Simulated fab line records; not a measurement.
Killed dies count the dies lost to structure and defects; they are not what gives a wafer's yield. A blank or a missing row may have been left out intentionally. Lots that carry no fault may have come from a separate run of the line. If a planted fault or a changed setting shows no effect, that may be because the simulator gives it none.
Which tool was responsible? || flow n5-finfet || 12 lots, 34 wafers sampled, at 1 step of a route of 1938

## WHAT THE GAUGES SHOWED, per wafer
N5_DUMMY_GATE_CD_MEAS_24: target cd 15 nm.
{"lot": "L249", "measured": "day 2 23:31", "on": "cd-sem-03", "cd-nm (nm)": "16.1 14.8 14.1"}
{"lot": "L250", "measured": "day 3 04:53", "on": "cd-sem-02", "cd-nm (nm)": "15.0 13.5 15.0"}
{"lot": "L251", "measured": "day 3 16:00", "on": "cd-sem-03", "cd-nm (nm)": "14.3 13.8 14.5"}
{"lot": "L252", "measured": "day 3 16:33", "on": "cd-sem-03", "cd-nm (nm)": "14.5 15.9 14.9"}
{"lot": "L253", "measured": "day 3 23:40", "on": "cd-sem-01", "cd-nm (nm)": "14.6 15.1 14.7"}
{"lot": "L254", "measured": "day 4 05:11", "on": "cd-sem-03", "cd-nm (nm)": "15.3 14.6"}
{"lot": "L255", "measured": "day 4 10:20", "on": "cd-sem-02", "cd-nm (nm)": "15.2 14.0 14.2"}
{"lot": "L260", "measured": "day 5 16:32", "on": "cd-sem-01", "cd-nm (nm)": "15.4 14.5"}
{"lot": "L261", "measured": "day 6 03:08", "on": "cd-sem-01", "cd-nm (nm)": "14.8 14.9 14.5"}
{"lot": "L263", "measured": "day 6 11:02", "on": "cd-sem-03", "cd-nm (nm)": "14.6 15.5 15.4"}
{"lot": "L267", "measured": "day 7 12:47", "on": "cd-sem-02", "cd-nm (nm)": "15.8 14.7 15.7"}
{"lot": "L272", "measured": "day 8 16:47", "on": "cd-sem-03", "cd-nm (nm)": "14.6 14.1 14.9"}

## WHICH TOOL RAN EACH LOT (tool, then ch and the chambers of the sampled wafers, then the start)
The record holds no process step before these readings.

## AS READ BY THE TOOLS THEMSELVES (means over the sampled wafers that have a number; for cases with no such wafer, the mark the record gives instead)
The record holds no such reading with a usual standard deviation.

## THE ANSWER, worked out from the rows above alone
Rule: the usual values come from the lots themselves. The widest of any qualifying gaps counts: lots, ordered by their means at a reading, are off when they make up no more than a third of the lots, leave a main group of 4 or more, and stand apart from it by 3 or more times the standard deviation of that group's means. A main group is skipped when, at the precision printed for the reading in the tables above, its means are all equal. Also off: a lot with no number at a reading for which 4 or more lots have one. All remaining lots with rows at the step are treated as sound. Order of review: gauges by route order, followed by the tools' own readings, for which a lot's mean as printed above is used. At the first step where some lot is off, the reading lying furthest off is the one used; lots without a number count as furthest.
Across all readings shown, no lot is off: no conclusion can be drawn from this.

## WHAT THE SIMULATOR HAD INSERTED
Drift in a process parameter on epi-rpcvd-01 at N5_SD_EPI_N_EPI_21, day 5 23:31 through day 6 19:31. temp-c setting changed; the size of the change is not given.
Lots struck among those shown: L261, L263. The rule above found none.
